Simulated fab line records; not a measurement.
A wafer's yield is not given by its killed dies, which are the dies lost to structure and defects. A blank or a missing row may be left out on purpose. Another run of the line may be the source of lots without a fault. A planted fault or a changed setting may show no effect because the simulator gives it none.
fab line records    flow nand-harc
record: lots: 13  wafers: 39  last-day: 33
route steps=1302 shown A_WL_FILL@957 THIN_TSV@1264 END@1302
lots with no fault: from the same line, run without faults
start-h: start of the lot's first displayed wafer, in hours after the record's first day    wait-h: time in hours since the lot's previous step    " as in the row above    L1.1+2: several wafers, shown together as one row    - either no value or no given start    * or withheld: withheld    < > ~ a bound
route shown NAME@n: names a module that has steps shown in the file, with the first one's number in the route    usual: average and standard deviation across the fault-free wafers    same: alike in all rows    chamber/n: place in a boat    sites: per-site readings    _std_site: how widely they spread, as a standard deviation    _edge_site: mean of outer sites minus mean of inner sites    radius-mm: for every site, how far away it sits from the centre of the wafer    mask NAME#n: copy n    behind: tool/chamber where the wafer was last shaped    hold: the reason the lot was held/the length of the hold in hours/how it ended    device: names the non-switching transistor (n, p or np)    end of line: the tests these same wafers got at the end of their route    a step given without rows: its recipe and nothing more    killed: count of dies lost to structure and defects at first sort (not the wafer's yield)    map: per-die view of a wafer (x killed, . not killed, _ where there is no die)
set.NAME: setting as actually run; set.NAME@STEP: the setting as run at that earlier step    model.NAME: the simulator's own value behind a step, which no gauge read
one table for each step of the route and one row for each wafer, over a sample of lots
services: the hour from which a tool's chamber was out of use, counted from the record's first day as start-h (under 0 if before that day), plus the number of hours and why
== steps ==
step: NHARC_A_WL_FILL_ETCHBACK_04
recipe: target-depth-a: 600  time-s: 120  chemistry: NF3
usual: drypump-motor-current-A: 5.7/0.39  oes-product-au: 1.002/0.008
lot.wafer  tool          chamber  start-h  wait-h  drypump-motor-current-A  oes-product-au  rf-hours-counter-h
L372.1     rie-metal-01  1        479.29   0.3     5.7                      1.017           1.3
L372.6     "             1        "        "       5.7                      1.006           -
L372.5     "             0        "        "       5.6                      1.018           -
L373.1     rie-metal-03  0        487.43   0.3     4.9                      0.995           2.1
L373.2     "             1        "        "       6.2                      1.003           2.1
L373.3     "             0        "        "       5.0                      0.997           -
L374.2     rie-metal-03  0        491.77   0.3     5.0                      0.995           2.4
L374.3     "             0        "        "       5.0                      0.993           -
L374.4     "             1        "        "       6.2                      1.007           -
L377.2     rie-metal-03  0        530.80   0.3     5.0                      1.005           0.2
L377.1     "             1        "        "       6.2                      1.002           0.2
L377.4     "             0        "        "       5.0                      0.997           -
L376.1     rie-metal-01  1        530.98   0.3     5.7                      1.008           1.8
L376.2     "             0        "        "       5.5                      1.006           1.8
L376.6     "             1        "        "       5.7                      1.008           -
L378.1     rie-metal-01  0        545.67   0.4     5.6                      1.010           2.0
L378.6     "             1        "        "       5.7                      1.006           -
L378.5     "             0        "        "       5.6                      1.011           -
L379.1     rie-metal-01  0        558.68   0.3     5.6                      1.005           2.3
L379.4     "             0        "        "       5.5                      0.997           -
L379.5     "             0        "        "       5.6                      0.995           -
L381.2     rie-metal-01  1        564.55   0.3     5.7                      1.005           2.5
L381.1     "             0        "        "       5.5                      1.014           2.5
L381.6     "             0        "        "       5.5                      1.015           -
L384.2     rie-metal-02  1        602.61   0.3     6.1                      1.002           2.4
L384.1     "             0        "        "       5.5                      1.001           2.1
L384.3     "             1        "        "       6.1                      0.984           -
L387.2     rie-metal-01  0        632.51   0.4     5.6                      1.017           0.5
L387.3     "             1        "        "       5.7                      1.009           -
L387.6     "             1        "        "       5.7                      1.007           -
L390.2     rie-metal-01  1        654.97   0.3     5.7                      1.001           1.2
L390.4     "             0        "        "       5.5                      1.013           -
L390.6     "             0        "        "       5.5                      1.009           -
L392.1     rie-metal-02  0        664.65   0.3     5.5                      0.996           0.3
L392.4     "             1        "        "       6.1                      1.004           -
L392.6     "             1        "        "       6.1                      1.012           -
L394.2     rie-metal-02  0        700.20   0.3     5.5                      1.005           0.9
L394.4     "             0        "        "       5.5                      1.005           -
L394.6     "             1        "        "       6.1                      1.000           -
step: NHARC_THIN_TSV_CD_MEAS_16
usual: cd-nm: 999.7/1.3
lot.wafer  tool       chamber  start-h  wait-h  cd-nm
L372.1     cd-sem-03  -        555.94   0.1     999.4
L372.5     "          -        "        "       1002.1
L372.6     "          -        "        "       1000.1
L373.1     cd-sem-03  -        566.88   0.1     999.0
L373.2     "          -        "        "       999.1
L373.3     "          -        "        "       1000.1
L374.2     cd-sem-02  -        568.22   0.1     999.8
L374.3     "          -        "        "       1000.4
L374.4     "          -        "        "       1001.9
L377.1     cd-sem-03  -        617.66   0.1     999.4
L377.2     "          -        "        "       999.6
L377.4     "          -        "        "       999.9
L376.1     cd-sem-02  -        618.87   0.1     1000.6
L376.2     "          -        "        "       1001.3
L376.6     "          -        "        "       1001.6
L378.1     cd-sem-01  -        630.87   0.1     999.7
L378.5     "          -        "        "       1001.7
L378.6     "          -        "        "       999.8
L379.1     cd-sem-01  -        638.32   0.1     998.6
L379.4     "          -        "        "       1001.4
L379.5     "          -        "        "       1001.9
L381.1     cd-sem-02  -        646.94   0.1     998.3
L381.2     "          -        "        "       997.2
L381.6     "          -        "        "       999.8
L384.1     cd-sem-03  -        683.28   0.1     998.8
L384.2     "          -        "        "       998.2
L384.3     "          -        "        "       997.9
L387.2     cd-sem-03  -        709.74   0.1     1001.5
L387.3     "          -        "        "       1001.5
L387.6     "          -        "        "       1000.8
L390.2     cd-sem-02  -        747.43   0.1     1000.5
L390.4     "          -        "        "       1000.7
L390.6     "          -        "        "       999.1
L392.1     cd-sem-02  -        750.36   0.1     1000.2
L392.4     "          -        "        "       1001.5
L392.6     "          -        "        "       1000.9
L394.2     cd-sem-02  -        782.00   0.1     999.0
L394.4     "          -        "        "       1000.0
L394.6     "          -        "        "       1000.2
step: NHARC_THIN_TSV_STRIP_62
recipe: power-w: 1500  temp-c: 250  time-s: 20  chemistry: N2/H2
usual: drypump-motor-current-A: 5.4/0.39  heater-power-w: 313/20  rf-refl-power-W: 19/6.5
lot.wafer  tool             chamber  start-h  wait-h  drypump-motor-current-A  heater-power-w  rf-hours-counter-h  rf-refl-power-W
L372.1     plasma-asher-02  0        557.56   -       5.6                      309             13                  32
L372.6     "                0        "        "       5.6                      322             -                   32
L372.5     "                1        "        "       5.5                      342             -                   23
L373.2     plasma-asher-02  0        568.77   -       5.6                      323             16                  32
L373.1     "                1        "        "       5.5                      342             16                  22
L373.3     "                0        "        "       5.6                      333             -                   32
L374.2     plasma-asher-01  0        570.06   -       4.8                      293             10                  -
L374.4     "                0        "        "       4.8                      294             -                   -
L374.3     "                1        "        "       5.8                      300             -                   -
L377.2     plasma-asher-01  1        619.41   -       5.8                      303             16                  15
L377.1     "                0        "        "       4.8                      293             16                  15
L377.4     "                1        "        "       5.8                      306             -                   15
L376.1     plasma-asher-02  0        620.50   -       5.6                      317             28                  -
L376.2     "                1        "        "       5.5                      342             28                  -
L376.6     "                0        "        "       5.6                      323             -                   -
L378.1     plasma-asher-01  0        632.53   -       4.8                      287             19                  16
L378.6     "                1        "        "       5.8                      309             -                   14
L378.5     "                0        "        "       4.8                      286             -                   15
L379.1     plasma-asher-02  1        640.00   -       5.5                      344             31                  -
L379.4     "                0        "        "       5.6                      327             -                   -
L379.5     "                1        "        "       5.5                      338             -                   -
L381.1     plasma-asher-01  1        648.61   -       5.8                      302             24                  -
L381.2     "                0        "        "       4.8                      299             24                  -
L381.6     "                0        "        "       4.8                      283             -                   -
L384.2     plasma-asher-02  0        684.92   -       5.6                      353             3                   33
L384.1     "                1        "        "       5.5                      320             3                   22
L384.3     "                1        "        "       5.5                      324             -                   22
L387.2     plasma-asher-01  0        711.43   -       4.8                      304             2                   15
L387.3     "                1        "        "       5.8                      304             -                   14
L387.6     "                1        "        "       5.8                      304             -                   14
L390.2     plasma-asher-01  0        749.06   -       4.9                      295             7                   15
L390.4     "                1        "        "       5.8                      299             -                   14
L390.6     "                0        "        "       4.8                      291             -                   15
L392.1     plasma-asher-02  0        752.05   -       5.6                      340             19                  33
L392.4     "                1        "        "       5.5                      308             -                   22
L392.6     "                0        "        "       5.6                      337             -                   32
L394.2     plasma-asher-01  1        783.66   -       5.8                      297             15                  15
L394.4     "                0        "        "       4.8                      295             -                   15
L394.6     "                1        "        "       5.8                      304             -                   15
step: NHARC_THIN_TSV_CMP_21
recipe: t-overpolish-s: 30  target-thk-nm: 2000
usual: motor-current-A: 11.9/0.75  overpolish-run-s: 29.999/0.0085
lot.wafer  tool    chamber  start-h  wait-h  motor-current-A  overpolish-run-s
L372.1     cmp-04  2        559.28   -       11.7             30.011
L372.6     "       1        "        "       11.7             30.008
L372.5     "       2        "        "       11.7             29.993
L373.1     cmp-01  1        570.60   -       10.9             29.998
L373.2     "       2        "        "       12.1             30.006
L373.3     "       3        "        "       11.6             29.996
L374.2     cmp-03  3        571.78   -       13.4             30.005
L374.3     "       0        "        "       13.7             30.002
L374.4     "       1        "        "       11.0             30.005
L377.2     cmp-04  0        621.10   -       11.2             29.986
L377.1     "       1        "        "       12.1             29.999
L377.4     "       3        "        "       12.1             29.999
L376.2     cmp-03  1        622.27   -       10.7             30.007
L376.1     "       2        "        "       10.7             29.996
L376.6     "       0        "        "       12.8             30.004
L378.1     cmp-01  1        634.29   -       11.4             29.994
L378.6     "       0        "        "       12.5             30.010
L378.5     "       1        "        "       11.1             29.995
L379.1     cmp-04  0        641.71   -       11.6             30.007
L379.4     "       2        "        "       12.0             29.999
L379.5     "       0        "        "       11.9             30.012
L381.1     cmp-03  1        650.36   -       11.1             29.980
L381.2     "       2        "        "       10.8             30.000
L381.6     "       3        "        "       13.4             29.997
L384.2     cmp-01  2        686.66   -       11.9             29.996
L384.1     "       3        "        "       11.8             29.992
L384.3     "       1        "        "       12.0             29.985
L387.2     cmp-04  2        713.17   -       11.8             29.991
L387.3     "       3        "        "       12.1             29.990
L387.6     "       1        "        "       11.9             30.001
L390.2     cmp-04  2        750.76   -       12.0             29.996
L390.4     "       3        "        "       11.2             29.989
L390.6     "       2        "        "       11.5             29.992
L392.1     cmp-01  2        753.92   -       12.8             30.002
L392.4     "       0        "        "       12.3             30.007
L392.6     "       2        "        "       12.2             29.993
L394.4     cmp-01  0        785.33   -       12.6             30.009
L394.2     "       1        "        "       11.5             30.011
L394.6     "       0        "        "       11.9             29.992
step: NHARC_END_SORT_01
recipe: temp-c: 25
usual: killed-at-array: 56/19  killed-at-other: 1.0/1.5  killed-at-periphery: 3.4/2.4  killed-dies: 60/19  killed-open: 3.3/1.8  killed-short: 2.4/1.7
same: gross-dies: 677
lot.wafer  tool       chamber  start-h  wait-h  killed-at-array  killed-at-other  killed-at-periphery  killed-dies  killed-open  killed-short
L387.2     prober-01  0        724.70   2.8     119              0                7                    126          3            4
L387.3     prober-01  0        725.48   3.1     43               4                5                    52           1            5
L387.6     prober-01  0        727.83   3.9     35               1                5                    41           2            0
L390.2     prober-01  0        762.24   2.8     60               1                4                    65           3            3
L390.4     prober-01  0        763.85   3.4     142              0                4                    146          3            1
L390.6     prober-01  0        765.46   4.0     152              0                1                    153          2            0
killed by level:class
L387.2 A_WL_FILL:unspecified=92 A_SLIT:chamber-film-flake=15 A_CHANNEL_HOLE_D1:chamber-film-flake=3 P_BONDPAD:chamber-film-flake=2 P_GATE:geometric-particle:open=1 P_M1:geometric-particle:open=1 A_SOURCE_PLATE:geometric-particle:short=1 A_ONON_D2:geometric-particle:short=1
L387.3 A_SLIT:chamber-film-flake=22 A_CHANNEL_HOLE_D1:chamber-film-flake=6 THIN_TSV:chamber-film-flake=4 A_CONTACT:chamber-film-flake=4 P_BONDPAD:chamber-film-flake=3 A_ONON_D1:geometric-particle:short=2 A_DECK1_JOINT:chamber-film-flake=2 A_SOURCE_PLATE:geometric-particle:short=1
L387.6 A_SLIT:chamber-film-flake=18 A_CHANNEL_HOLE_D1:chamber-film-flake=9 P_BONDPAD:chamber-film-flake=5 A_CONTACT:chamber-film-flake=5 A_ONON_D2:geometric-particle:open=1 A_BLC:geometric-particle:open=1 A_ZERO_WELL:chamber-film-flake=1 THIN_TSV:chamber-film-flake=1
L390.2 A_CHANNEL_HOLE_D1:chamber-film-flake=31 A_CHANNEL_HOLE_D2:chamber-film-flake=14 A_CONTACT:chamber-film-flake=4 A_SLIT:chamber-film-flake=3 P_CONTACT:chamber-film-flake=2 A_DECK1_JOINT:chamber-film-flake=2 P_CONTACT:geometric-particle:short=1 P_M0:geometric-particle:open=1
L390.4 A_WL_FILL:unspecified=86 A_CHANNEL_HOLE_D1:chamber-film-flake=31 A_CHANNEL_HOLE_D2:chamber-film-flake=12 A_CONTACT:chamber-film-flake=5 P_GATE:chamber-film-flake=3 A_SLIT:chamber-film-flake=2 P_GATE:geometric-particle:open=1 A_ONON_D1:geometric-particle:open=1
L390.6 A_WL_FILL:unspecified=84 A_CHANNEL_HOLE_D1:chamber-film-flake=25 A_CHANNEL_HOLE_D2:chamber-film-flake=22 A_SLIT:chamber-film-flake=10 A_CONTACT:chamber-film-flake=5 A_M0:chamber-film-flake=2 A_WL_FILL:geometric-particle:open=1 A_CONTACT:geometric-particle:open=1
== services ==
tool             chamber  start-h  hours  kind
cmp-04           -        455.41   1.4    repair
cmp-01           -        482.54   4.0    pm
plasma-asher-02  -        484.93   9.0    pm
cmp-04           -        500.70   1.5    repair
cmp-04           -        503.00   4.0    pm
plasma-asher-02  -        507.62   0.4    repair
rie-metal-01     1        511.50   7.1    repair
plasma-asher-02  -        518.13   6.5    repair
plasma-asher-01  -        519.36   9.0    pm
cmp-04           -        550.98   0.8    repair
cmp-01           -        557.29   2.6    repair
plasma-asher-01  -        567.66   0.6    repair
rie-metal-01     -        579.49   9.0    pm
cmp-01           -        580.54   4.0    pm
cmp-04           -        581.27   1.5    repair
plasma-asher-01  -        584.59   10.2   repair
cmp-01           -        590.52   0.7    repair
cmp-04           -        601.00   4.0    pm
plasma-asher-02  -        617.87   1.1    repair
plasma-asher-02  -        661.93   9.0    pm
cmp-04           -        672.55   1.0    repair
plasma-asher-01  -        696.36   9.0    pm
plasma-asher-01  -        721.75   1.5    repair
rie-metal-01     -        756.49   9.0    pm
== key ==
first-sign: step: NHARC_END_SORT_01  reading: killed-dies  direction: up  sigmas: 4.3  usual: 60  struck: 142
effect: step: NHARC_END_SORT_01  reading: killed-at-array  direction: up  sigmas: 4.3  usual: 56  struck: 138
more-kills-born-at: NHARC_A_WL_FILL_ETCHBACK_04@rie-metal-01: 262
met-at NHARC_A_WL_FILL_ETCHBACK_04
struck-lots L387,L390
struck-wafers L387.2,L390.4,L390.6
tester-left-out L387,L390
not-acting-at NHARC_THIN_TSV_CD_MEAS_16,NHARC_THIN_TSV_STRIP_62,NHARC_THIN_TSV_CMP_21
onset-between 564.55 632.51
fault: kind: chamber-particle-source  tool: rie-metal-01  chamber: 0  onset-h: 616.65  steps: NHARC_A_WL_FILL_ETCHBACK_04  rate-per-visit-cm2: 0.88574  end-h: 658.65
tester-left-out: of these lots the tester's yield and bins aren't shown, on N5 and GAA mostly nor the transistor test; their killed dies are dies lost to structure and defects alone, not to doping, threshold or leakage, so they don't give the yield
